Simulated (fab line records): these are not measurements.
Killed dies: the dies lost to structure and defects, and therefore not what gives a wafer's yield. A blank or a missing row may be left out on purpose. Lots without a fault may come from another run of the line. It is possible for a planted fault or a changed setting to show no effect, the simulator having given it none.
fab line records -- flow n5_finfet
[record] lots = 9, wafers = 27, last_day = 16
route steps=1938 shown BEOL_M6@1233 PASSIVATION@1936
lots that met no fault: taken from a fault-free run of the same line
start_h: the number of hours between the record's first day and the start of the first shown wafer of the lot -- wait_h: hours from the lot's prior step to this one -- " the same as in the row above -- L1.1+2: one row covering several wafers at once -- - either no value or no given start -- * or withheld: withheld -- < > ~ a bound
route shown NAME@n: names a module that has steps shown in the file, with the first one's number in the route -- usual: the fault-free wafers' mean and standard deviation -- same: alike in all rows -- chamber/n: place in a boat -- sites: each site's reading -- _std_site: the standard deviation of these -- _edge_site: mean of outer sites minus mean of inner sites -- radius_mm: how far each site lies from the wafer's centre -- mask NAME#n: copy n -- behind: the most recent tool/chamber to have shaped the wafer -- hold: what put the lot on hold/how long, in hours/how the hold closed -- device: the transistor (n, p or np) that didn't switch -- end of line: the route-end tests of the same wafers -- step lacking rows: just its recipe -- killed: dies lost to structure and defects at the first sort, not the wafer's yield -- map: per-die view of a wafer (x killed, . not killed, _ where there is no die)
set.NAME: the run value of the setting; set.NAME@STEP: its run value at that earlier step -- model.NAME: the simulator's own value behind a step, which no gauge read
route steps across a sampled set of lots; one table per step, one row per wafer
services: from which hour (start_h, from the record's first day; less than 0 if before it) a tool's chamber was out of use, for how many hours, and why
[[steps]]
[step N5_BEOL_M6_ETCH_66]
[recipe] chemistry = N2/H2, target = SOC, target_depth_a = 800, overetch_a = 160, mask_material = SiARC, temp_c = 40, time_s = 120, ion_energy_ev = 200, pressure_mtorr = 30, source_w = 840, bias_w = 150, n2_flow_sccm = 200, h2_flow_sccm = 200
[usual] drypump_motor_current_A = 5.7/0.42, oes_product_au = 0.61/0.066, rf_fwd_power_W = 835.7/2.8, rf_vpp_V = 523.5/2.7, showerhead_plenum_p_Torr = 2.52/0.094, throttle_valve_pct = 17.76/0.19
[same] time_s = 120
lot.wafer,tool,chamber,start_h,wait_h,drypump_motor_current_A,oes_product_au,rf_fwd_power_W,rf_hours_counter_h,rf_vpp_V,showerhead_plenum_p_Torr,throttle_valve_pct
L338.1,rie_diel-05,3,178.64,0.0,5.2,0.69,838.3,15,523.1,2.49,17.85
L338.3,rie_diel-05,0,178.64,0.0,5.7,0.55,833.9,192,523.5,2.52,17.82
L338.6,rie_diel-05,1,178.64,0.0,5.2,0.55,839.3,-,523.9,2.53,17.90
L345.3,rie_diel-03,2,220.21,0.0,6.2,0.56,837.8,186,520.9,2.44,18.00
L345.5,rie_diel-03,3,220.21,0.0,5.6,0.65,833.9,-,521.3,2.48,17.71
L345.6,rie_diel-03,2,220.21,0.0,6.2,0.56,835.2,-,519.0,2.44,18.00
L344.1,rie_diel-03,0,222.39,0.0,6.1,0.60,839.8,120,521.8,2.44,17.70
L344.4,rie_diel-03,2,222.39,0.0,6.2,0.56,836.2,187,520.9,2.44,18.00
L344.5,rie_diel-03,2,222.39,0.0,6.2,0.56,835.8,-,521.1,2.44,18.01
L350.1,rie_diel-06,0,257.57,0.0,5.0,0.74,837.7,6,527.0,2.60,17.63
L350.2,rie_diel-06,2,257.57,0.0,5.7,0.69,832.0,29,528.9,2.71,17.54
L350.4,rie_diel-06,0,257.57,0.0,5.1,0.74,835.2,-,526.1,2.60,17.63
L351.1,rie_diel-03,0,265.92,0.0,6.1,0.59,837.3,132,520.8,2.44,17.73
L351.5,rie_diel-03,1,265.92,0.0,5.3,0.68,834.8,-,526.9,2.59,17.90
L351.6,rie_diel-03,0,265.92,0.0,6.1,0.58,840.3,-,521.8,2.44,17.72
L354.1,rie_diel-03,1,283.69,0.0,5.3,0.67,839.9,46,524.4,2.59,17.91
L354.3,rie_diel-03,0,283.69,0.0,6.1,0.59,833.3,139,522.1,2.43,17.73
L354.4,rie_diel-03,2,283.69,0.0,6.2,0.54,836.9,209,519.9,2.43,18.03
L356.1,rie_diel-05,0,283.72,0.0,5.7,0.53,832.5,229,522.7,2.50,17.89
L356.2,rie_diel-05,2,283.72,0.0,5.7,0.55,836.0,223,525.0,2.61,17.54
L356.4,rie_diel-05,1,283.72,0.0,5.2,0.53,841.9,225,522.9,2.51,17.96
L358.3,rie_diel-03,0,300.78,0.0,6.1,0.59,833.4,146,520.1,2.43,17.76
L358.4,rie_diel-03,1,300.78,0.0,5.3,0.66,837.0,53,526.7,2.59,17.92
L358.5,rie_diel-03,2,300.78,0.0,6.2,0.54,839.4,-,518.8,2.42,18.04
L359.1,rie_diel-05,2,305.97,0.0,5.7,0.55,839.1,231,526.6,2.61,17.55
L359.2,rie_diel-05,0,305.97,0.0,5.7,0.53,837.2,236,523.4,2.50,17.90
L359.6,rie_diel-05,1,305.97,0.0,5.2,0.53,837.3,-,524.1,2.51,17.99
[step N5_BEOL_M6_TRENCH_ETCH_37]
[recipe] chemistry = C4F6/O2, target_depth_a = 944.35, target = SiCOH_lowk, time_s = 31.5, ion_energy_ev = 250, pressure_mtorr = 30, source_w = 345, bias_w = 185, Ar_flow_sccm = 300, C4F6_flow_sccm = 10, O2_flow_sccm = 10
[usual] drypump_motor_current_A = 5.7/0.42, oes_f_703_au = 0.80/0.077, oes_o_777_au = 0.80/0.081, oes_product_au = 0.79/0.088, rf_fwd_power_W = 340.5/1.5, rf_vpp_V = 667/12, showerhead_plenum_p_Torr = 2.83/0.093, throttle_valve_pct = 20.89/0.17
[same] time_s = 31.5
lot.wafer,tool,chamber,start_h,wait_h,drypump_motor_current_A,oes_f_703_au,oes_o_777_au,oes_product_au,rf_fwd_power_W,rf_hours_counter_h,rf_vpp_V,showerhead_plenum_p_Torr,throttle_valve_pct
L338.1,rie_diel-05,3,178.83,-,5.2,0.90,0.89,0.93,341.2,15,676,2.80,21.03
L338.3,rie_diel-05,0,178.83,-,5.7,0.75,0.75,0.73,341.6,192,643,2.82,20.97
L338.6,rie_diel-05,1,178.83,-,5.2,0.73,0.72,0.72,342.2,-,665,2.83,20.95
L345.3,rie_diel-03,2,220.40,-,6.1,0.76,0.76,0.72,340.9,187,664,2.72,20.96
L345.5,rie_diel-03,3,220.40,-,5.6,0.82,0.81,0.86,340.6,-,670,2.78,20.86
L345.6,rie_diel-03,2,220.40,-,6.2,0.76,0.75,0.73,343.9,-,663,2.72,20.98
L344.1,rie_diel-03,0,222.58,-,6.1,0.81,0.81,0.79,341.1,120,662,2.76,21.03
L344.4,rie_diel-03,2,222.58,-,6.2,0.76,0.75,0.73,342.0,188,662,2.72,20.97
L344.5,rie_diel-03,2,222.58,-,6.2,0.76,0.76,0.72,341.9,-,662,2.72,20.96
L350.1,rie_diel-06,0,257.76,-,5.0,0.93,0.97,0.96,338.1,6,682,2.91,20.79
L350.2,rie_diel-06,2,257.76,-,5.6,0.88,0.89,0.89,337.5,30,655,3.00,20.61
L350.4,rie_diel-06,0,257.76,-,5.0,0.93,0.96,0.96,340.6,-,683,2.91,20.78
L351.1,rie_diel-03,0,266.11,-,6.1,0.80,0.80,0.78,341.3,133,662,2.75,21.05
L351.5,rie_diel-03,1,266.11,-,5.3,0.90,0.91,0.90,341.4,-,688,2.89,20.92
L351.6,rie_diel-03,0,266.11,-,6.1,0.80,0.80,0.78,339.9,-,663,2.75,21.05
L354.1,rie_diel-03,1,283.88,-,5.2,1.14,1.11,0.94,423.8,46,616,2.89,20.97
L354.3,rie_diel-03,0,283.88,-,6.1,1.02,0.99,0.81,424.1,140,594,2.75,21.08
L354.4,rie_diel-03,2,283.88,-,6.2,0.96,0.93,0.76,423.8,209,594,2.71,21.01
L356.1,rie_diel-05,0,283.91,-,5.7,0.73,0.73,0.69,339.3,229,642,2.81,21.02
L356.2,rie_diel-05,2,283.91,-,5.6,0.72,0.72,0.72,343.7,223,686,2.95,20.72
L356.4,rie_diel-05,1,283.91,-,5.2,0.70,0.69,0.70,339.3,225,664,2.81,21.01
L358.3,rie_diel-03,0,300.98,-,6.1,1.00,0.99,0.80,424.2,146,596,2.75,21.08
L358.4,rie_diel-03,1,300.98,-,5.3,1.13,1.10,0.93,425.5,53,615,2.88,20.96
L358.5,rie_diel-03,2,300.98,-,6.2,0.96,0.93,0.75,426.1,-,595,2.71,21.02
L359.1,rie_diel-05,2,306.16,-,5.7,0.71,0.72,0.72,342.4,231,685,2.94,20.74
L359.2,rie_diel-05,0,306.16,-,5.7,0.72,0.72,0.69,340.2,236,642,2.80,21.05
L359.6,rie_diel-05,1,306.16,-,5.2,0.70,0.69,0.70,342.3,-,664,2.81,21.02
[step N5_BEOL_M6_STRIP_80]
[recipe] chemistry = N2/H2, time_s = 10, power_w = 450, temp_c = 40, pressure_mtorr = 20, rf_frequency_hz = 6e+07, bias_power_w = 7, n2_flow_sccm = 200, h2_flow_sccm = 200
[usual] drypump_motor_current_A = 5.7/0.42, oes_product_au = 0.79/0.091, rf_vpp_V = 59.1/0.9, showerhead_plenum_p_Torr = 2.52/0.094, throttle_valve_pct = 23.55/0.25
[same] time_s = 10
lot.wafer,tool,chamber,start_h,wait_h,drypump_motor_current_A,oes_product_au,rf_hours_counter_h,rf_vpp_V,showerhead_plenum_p_Torr,throttle_valve_pct
L338.1,rie_diel-05,3,-,-,5.2,0.92,15,59.4,2.49,23.79
L338.3,rie_diel-05,0,-,-,5.7,0.71,192,59.9,2.52,23.57
L338.6,rie_diel-05,1,-,-,5.2,0.72,-,59.7,2.52,23.71
L345.3,rie_diel-03,2,-,-,6.2,0.72,187,58.2,2.43,23.87
L345.5,rie_diel-03,3,-,-,5.6,0.87,-,59.1,2.47,23.56
L345.6,rie_diel-03,2,-,-,6.2,0.72,-,59.7,2.43,23.87
L344.1,rie_diel-03,0,-,-,6.1,0.79,120,56.6,2.44,23.44
L344.4,rie_diel-03,2,-,-,6.2,0.72,188,57.7,2.43,23.85
L344.5,rie_diel-03,2,-,-,6.2,0.72,-,58.2,2.43,23.86
L350.1,rie_diel-06,0,-,-,5.1,0.97,6,59.9,2.60,23.55
L350.2,rie_diel-06,2,-,-,5.7,0.88,30,58.9,2.71,23.29
L350.4,rie_diel-06,0,-,-,5.1,0.96,-,59.6,2.60,23.57
L351.1,rie_diel-03,0,-,-,6.1,0.78,133,57.1,2.43,23.44
L351.5,rie_diel-03,1,-,-,5.3,0.90,-,61.2,2.59,23.85
L351.6,rie_diel-03,0,-,-,6.1,0.78,-,58.7,2.43,23.46
L354.1,rie_diel-03,1,-,-,5.3,0.90,46,61.7,2.59,23.85
L354.3,rie_diel-03,0,-,-,6.1,0.78,140,60.1,2.43,23.46
L354.4,rie_diel-03,2,-,-,6.2,0.70,209,59.2,2.42,23.90
L356.1,rie_diel-05,0,-,-,5.7,0.69,229,59.8,2.50,23.63
L356.2,rie_diel-05,2,-,-,5.7,0.73,223,57.9,2.61,23.22
L356.4,rie_diel-05,1,-,-,5.2,0.70,225,60.6,2.51,23.75
L358.3,rie_diel-03,0,-,-,6.1,0.76,146,58.4,2.43,23.48
L358.4,rie_diel-03,1,-,-,5.3,0.88,53,59.4,2.58,23.87
L358.5,rie_diel-03,2,-,-,6.2,0.70,-,58.9,2.42,23.91
L359.1,rie_diel-05,2,-,-,5.6,0.72,231,59.7,2.60,23.22
L359.2,rie_diel-05,0,-,-,5.7,0.67,236,59.6,2.50,23.64
L359.6,rie_diel-05,1,-,-,5.2,0.69,-,58.2,2.50,23.77
[step N5_BEOL_M6_OCD_MEAS_38]
[usual] trench_depth_nm = 94.8/1.5
lot.wafer,tool,chamber,start_h,wait_h,trench_depth_nm
L338.1,ocd-02,-,178.98,-,98.9
L338.3,ocd-02,-,178.98,-,94.9
L338.6,ocd-02,-,178.98,-,92.7
L345.3,ocd-01,-,220.56,-,94.9
L345.5,ocd-01,-,220.56,-,95.1
L345.6,ocd-01,-,220.56,-,95.3
L344.1,ocd-02,-,222.74,-,95.1
L344.4,ocd-02,-,222.74,-,95.8
L344.5,ocd-02,-,222.74,-,94.8
L350.1,ocd-01,-,257.91,-,95.0
L350.2,ocd-01,-,257.91,-,93.7
L350.4,ocd-01,-,257.91,-,94.6
L351.1,ocd-01,-,266.27,-,94.3
L351.5,ocd-01,-,266.27,-,95.8
L351.6,ocd-01,-,266.27,-,94.9
L354.1,ocd-02,-,284.03,-,105.8
L354.3,ocd-02,-,284.03,-,104.5
L354.4,ocd-02,-,284.03,-,105.0
L356.1,ocd-01,-,284.07,-,94.6
L356.2,ocd-01,-,284.07,-,94.3
L356.4,ocd-01,-,284.07,-,93.3
L358.3,ocd-02,-,301.13,-,103.2
L358.4,ocd-02,-,301.13,-,104.5
L358.5,ocd-02,-,301.13,-,104.3
L359.1,ocd-02,-,306.32,-,95.9
L359.2,ocd-02,-,306.32,-,93.2
L359.6,ocd-02,-,306.32,-,94.2
[step N5_BEOL_M6_PRE_CLEAN_45]
[recipe] gas = H2/He, time_s = 30, temp_c = 250
[usual] heater_power_w = 372/46
[same] time_s = 30
lot.wafer,tool,chamber,start_h,wait_h,heater_power_w
L338.1,pvd_sputter-01,-,180.07,0.0,366
L338.3,pvd_sputter-01,-,180.07,0.0,405
L338.6,pvd_sputter-01,-,180.07,0.0,400
L345.3,pvd_sputter-03,-,221.18,0.0,380
L345.5,pvd_sputter-03,-,221.18,0.0,268
L345.6,pvd_sputter-03,-,221.18,0.0,309
L344.1,pvd_sputter-01,-,223.77,0.0,362
L344.4,pvd_sputter-01,-,223.77,0.0,423
L344.5,pvd_sputter-01,-,223.77,0.0,341
L350.1,pvd_sputter-03,-,258.47,0.0,392
L350.2,pvd_sputter-03,-,258.47,0.0,308
L350.4,pvd_sputter-03,-,258.47,0.0,391
L351.1,pvd_sputter-02,-,267.15,0.0,369
L351.5,pvd_sputter-02,-,267.15,0.0,373
L351.6,pvd_sputter-02,-,267.15,0.0,351
L354.1,pvd_sputter-01,-,286.23,0.0,336
L354.3,pvd_sputter-01,-,286.23,0.0,360
L354.4,pvd_sputter-01,-,286.23,0.0,420
L356.1,pvd_sputter-01,-,286.39,0.0,362
L356.2,pvd_sputter-01,-,286.39,0.0,334
L356.4,pvd_sputter-01,-,286.39,0.0,427
L358.3,pvd_sputter-02,-,301.71,0.0,457
L358.4,pvd_sputter-02,-,301.71,0.0,363
L358.5,pvd_sputter-02,-,301.71,0.0,309
L359.1,pvd_sputter-02,-,306.95,0.0,365
L359.2,pvd_sputter-02,-,306.95,0.0,476
L359.6,pvd_sputter-02,-,306.95,0.0,367
[step N5_BEOL_M6_THK_MEAS_53]
[recipe] thk_meas_gauge = xrf, reads = Cu_of_BEOL_M6_ECD_50
[usual] M6_THK = 79.7/2
lot.wafer,tool,chamber,start_h,wait_h,M6_THK[nm]
L338.1,film_metro-01,-,181.88,-,84.9
L338.3,film_metro-01,-,181.88,-,82.9
L338.6,film_metro-01,-,181.88,-,77.8
L345.3,film_metro-01,-,222.97,-,81.3
L345.5,film_metro-01,-,222.97,-,81.6
L345.6,film_metro-01,-,222.97,-,80.9
L344.1,film_metro-02,-,225.14,-,81.3
L344.4,film_metro-02,-,225.14,-,80.6
L344.5,film_metro-02,-,225.14,-,78.9
L350.1,film_metro-01,-,261.05,-,81.1
L350.2,film_metro-01,-,261.05,-,78.7
L350.4,film_metro-01,-,261.05,-,81.6
L351.1,film_metro-02,-,268.68,-,79.3
L351.5,film_metro-02,-,268.68,-,80.8
L351.6,film_metro-02,-,268.68,-,80.3
L354.1,film_metro-02,-,287.84,-,91.8
L354.3,film_metro-02,-,287.84,-,87.9
L354.4,film_metro-02,-,287.84,-,89.1
L356.1,film_metro-02,-,287.87,-,79.1
L356.2,film_metro-02,-,287.87,-,79.5
L356.4,film_metro-02,-,287.87,-,77.8
L358.3,film_metro-02,-,303.31,-,87.6
L358.4,film_metro-02,-,303.31,-,90.7
L358.5,film_metro-02,-,303.31,-,90.6
L359.1,film_metro-01,-,308.36,-,81.6
L359.2,film_metro-01,-,308.36,-,78.7
L359.6,film_metro-01,-,308.36,-,77.3
[step N5_BEOL_M6_RS_MEAS_57]
[recipe] thk_meas_gauge = four-point-probe, reads = Cu_of_BEOL_M6_ECD_50+Co_of_BEOL_M6_CVD_78+TaN_of_BEOL_M6_ALD_77
[usual] M6_RS = 0.285/0.0082
lot.wafer,tool,chamber,start_h,wait_h,M6_RS[ohm/sq]
L338.1,film_metro-02,-,182.01,0.1,0.265
L338.3,film_metro-02,-,182.01,0.1,0.275
L338.6,film_metro-02,-,182.01,0.1,0.296
L345.3,film_metro-02,-,223.10,0.1,0.279
L345.5,film_metro-02,-,223.10,0.1,0.277
L345.6,film_metro-02,-,223.10,0.1,0.280
L344.1,film_metro-02,-,225.28,0.1,0.279
L344.4,film_metro-02,-,225.28,0.1,0.282
L344.5,film_metro-02,-,225.28,0.1,0.287
L350.1,film_metro-01,-,261.18,0.1,0.284
L350.2,film_metro-01,-,261.18,0.1,0.294
L350.4,film_metro-01,-,261.18,0.1,0.280
L351.1,film_metro-02,-,268.81,0.1,0.284
L351.5,film_metro-02,-,268.81,0.1,0.278
L351.6,film_metro-02,-,268.81,0.1,0.280
L354.1,film_metro-02,-,287.97,0.1,0.239
L354.3,film_metro-02,-,287.97,0.1,0.250
L354.4,film_metro-02,-,287.97,0.1,0.247
L356.1,film_metro-02,-,288.01,0.1,0.284
L356.2,film_metro-02,-,288.01,0.1,0.284
L356.4,film_metro-02,-,288.01,0.1,0.290
L358.3,film_metro-02,-,303.45,0.1,0.255
L358.4,film_metro-02,-,303.45,0.1,0.245
L358.5,film_metro-02,-,303.45,0.1,0.246
L359.1,film_metro-02,-,308.50,0.1,0.278
L359.2,film_metro-02,-,308.50,0.1,0.291
L359.6,film_metro-02,-,308.50,0.1,0.295
[step N5_PASSIVATION_PROBE_49]
[usual] defect_limited_yield = 91.3/1.5, killed_at_M0_to_M3 = 34/11, killed_at_M4_up = 14/6.1, killed_at_contacts = 12/5.9, killed_at_front_end = 39/11, killed_at_other = 4/3.3, killed_dies = 102/18, killed_open = 67/13, killed_short = 33/7.9, sort_bin_5_function = 5.1/1, sort_bin_6_memory = 3.3/0.7, sort_n_pass = 1077/19, sort_yield_pct = 91.3/1.6
[same] gross_dies = 1180, killed_at_back_side = 0, sort_bin_4_leakage[%] = 0, sort_bin_8_speed[%] = 0
lot.wafer,tool,chamber,start_h,wait_h,defect_limited_yield[%],killed_at_M0_to_M3,killed_at_M4_up,killed_at_contacts,killed_at_front_end,killed_at_other,killed_dies,killed_open,killed_short,sort_bin_5_function[%],sort_bin_6_memory[%],sort_n_pass,sort_yield_pct[%]
L350.1,prober-02,-,343.02,0.0,89.5,71,14,13,26,0,124,91,31,6.9,3.4,1056,89.5
L350.2,prober-02,-,343.07,0.1,90.0,43,18,22,35,0,118,80,37,5.2,4.7,1062,90.0
L350.4,prober-02,-,343.17,0.2,89.7,54,17,14,35,2,122,73,46,5.5,4.3,1058,89.7
L358.3,prober-02,-,386.02,0.1,92.5,19,25,16,25,4,89,61,28,4.5,2.7,1091,92.5
L358.4,prober-02,-,386.07,0.2,91.6,29,11,27,30,2,99,77,22,5.1,3.1,1081,91.6
L358.5,prober-02,-,386.12,0.2,91.0,32,20,30,23,1,106,69,36,5.7,3.0,1074,91.0
// killed by level:class
L350.1 BEOL_M3:geometric_particle:open=22 MOL_CONTACT_COAG:geometric_particle:open=12 STI_FIN_REVEAL:geometric_particle:open=11 BEOL_M0_SAQP:geometric_particle:open=10 BEOL_M0_SAQP:geometric_particle:short=10 BEOL_M2:geometric_particle:short=9 BEOL_M2:geometric_particle:open=8 BEOL_M1:geometric_particle:open=7
L350.2 MOL_CONTACT_COAG:geometric_particle:open=19 STI_FIN_REVEAL:geometric_particle:open=11 BEOL_M0_SAQP:geometric_particle:short=10 BEOL_M0_SAQP:geometric_particle:open=7 BEOL_M1:geometric_particle:open=6 BEOL_M5:geometric_particle:open=6 FIN_SAQP:geometric_particle:open=5 BEOL_M1:geometric_particle:short=5
L350.4 BEOL_M0_SAQP:geometric_particle:short=14 MOL_CONTACT_COAG:geometric_particle:open=12 BEOL_M0_SAQP:geometric_particle:open=10 BEOL_M1:geometric_particle:open=8 BEOL_M3:geometric_particle:open=7 FIN_SAQP:geometric_particle:short=6 FIN_SAQP:geometric_particle:open=6 BEOL_M4:geometric_particle:open=6
L358.3 BEOL_M4:geometric_particle:open=15 MOL_CONTACT_COAG:geometric_particle:open=11 FIN_SAQP:geometric_particle:open=7 BEOL_M3:geometric_particle:open=7 FIN_SAQP:geometric_particle:short=5 MOL_CONTACT_COAG:geometric_particle:short=5 BEOL_M0_SAQP:geometric_particle:open=3 BEOL_M1:geometric_particle:open=3
L358.4 MOL_CONTACT_COAG:geometric_particle:open=23 FIN_SAQP:geometric_particle:open=14 BEOL_M1:geometric_particle:open=10 BEOL_M0_SAQP:geometric_particle:open=8 BEOL_M4:geometric_particle:open=7 MOL_CONTACT_COAG:geometric_particle:short=4 BEOL_M0_SAQP:geometric_particle:short=4 DUMMY_GATE:geometric_particle:open=3
L358.5 MOL_CONTACT_COAG:geometric_particle:open=21 MOL_CONTACT_COAG:geometric_particle:short=9 BEOL_M3:geometric_particle:open=8 BEOL_M4:geometric_particle:open=8 FIN_SAQP:geometric_particle:short=6 BEOL_M2:geometric_particle:open=6 BEOL_M0:geometric_particle:open=5 FIN_SAQP:geometric_particle:open=4
[[services]]
tool,chamber,start_h,hours,kind
rie_diel-06,2,158.01,-,clean
rie_diel-06,2,158.01,-,consumable_replace:focus_ring
rie_diel-06,2,158.01,-,consumable_replace:showerhead
rie_diel-06,2,158.01,24.5,scheduled_down
rie_diel-06,2,158.01,24.5,vent_cycle
rie_diel-05,2,169.34,16.3,repair
rie_diel-05,0,170.33,5.8,repair
rie_diel-06,0,219.61,-,clean
rie_diel-06,0,219.61,-,consumable_replace:focus_ring
rie_diel-06,0,219.61,23.5,scheduled_down
rie_diel-06,0,219.61,23.5,vent_cycle
rie_diel-03,0,223.19,7.0,repair
rie_diel-06,3,249.82,7.8,repair
rie_diel-06,1,268.25,3.5,repair
rie_diel-05,1,280.42,2.5,repair
pvd_sputter-01,-,290.79,0.8,repair
pvd_sputter-01,-,294.87,7.9,repair
[[key]]
[first_sign] step = N5_BEOL_M6_TRENCH_ETCH_37, reading = rf_fwd_power_W, direction = up, sigmas = 55, usual = *, struck = *
[effect] step = N5_BEOL_M6_TRENCH_ETCH_37, reading = rf_vpp_V, direction = down, sigmas = 5.4, usual = 667, struck = 601
[effect] step = N5_BEOL_M6_OCD_MEAS_38, reading = trench_depth_nm, direction = up, sigmas = 6.4, usual = 94.8, struck = 104.6
[effect] step = N5_BEOL_M6_THK_MEAS_53, reading = M6_THK, direction = up, sigmas = 5, usual = 79.7, struck = 89.6
[effect] step = N5_BEOL_M6_RS_MEAS_57, reading = M6_RS, direction = down, sigmas = 4.6, usual = 0.285, struck = 0.247
met_at N5_BEOL_M6_TRENCH_ETCH_37
struck_lots L354,L358
not_acting_at N5_BEOL_M6_ETCH_66,N5_BEOL_M6_STRIP_80,N5_BEOL_M6_PRE_CLEAN_45
onset_between 266.11 283.88
[fault] kind = process_parameter_drift, tool = rie_diel-03, chamber = -, onset_h = 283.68, steps = N5_BEOL_M6_TRENCH_ETCH_37, channel = source_w, offset = 82.8, shape = step, end_h = 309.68, acts_in = these_recipes_only, stated = 345
